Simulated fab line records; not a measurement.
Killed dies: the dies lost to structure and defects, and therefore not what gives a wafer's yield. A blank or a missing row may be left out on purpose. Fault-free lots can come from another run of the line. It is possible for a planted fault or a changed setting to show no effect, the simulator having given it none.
Matching of chambers | flow n5_finfet | N5_BEOL_M10_CURE_71 on uv_cure-03 has 3 sister chambers
The step cures SiCOH lowk, time 240 s. 3 wafers are shown with their chamber, then 9 later ones without.

== WAFERS, EACH WITH ITS CHAMBER ==
wafer  | chamber | wafer_temp_C_max
L081.6 | 0       | 388.7
L084.4 | 1       | 386.5
L091.4 | 2       | 385.7

== WAFERS WITH NO CHAMBER GIVEN ==
wafer  | wafer_temp_C_max
L094.2 | 387.3
L094.5 | 387.3
L094.6 | 386.2
L096.1 | 387.0
L096.2 | 387.7
L096.6 | 387.6
L097.1 | 386.9
L097.3 | 386.4
L097.5 | 386.5

== EACH ONE'S CHAMBER ==
wafer  | from the rows above          | in truth
L094.2 | can't be placed: 1 or 0 or 2 | 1
L094.5 | can't be placed: 1 or 0 or 2 | 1
L094.6 | can't be placed: 1 or 2      | 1
L096.1 | can't be placed: 1 or 2 or 0 | 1
L096.2 | can't be placed: 0 or 1 or 2 | 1
L096.6 | can't be placed: 0 or 1 or 2 | 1
L097.1 | can't be placed: 1 or 2      | 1
L097.3 | can't be placed: 1 or 2      | 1
L097.5 | can't be placed: 1 or 2      | 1
Placed correctly: 0 of 9. Can't be placed from these rows: 9 (the true chamber is among the candidates in 9). 0 placed wrongly.
How it was worked out, from the rows above alone: a wafer's distance from a chamber is the root of the sum, over the readings, of the square of ((its reading less the chamber's mean) divided by the reading's scatter). If the next closest chamber is less than 2 further off than the closest, the wafer can't be placed; otherwise it belongs to the closest. The mean given for a chamber averages the wafers shown for that chamber. The scatter: root of mean squared gap, hidden wafer to nearest shown wafer, with one shown wafer a chamber.
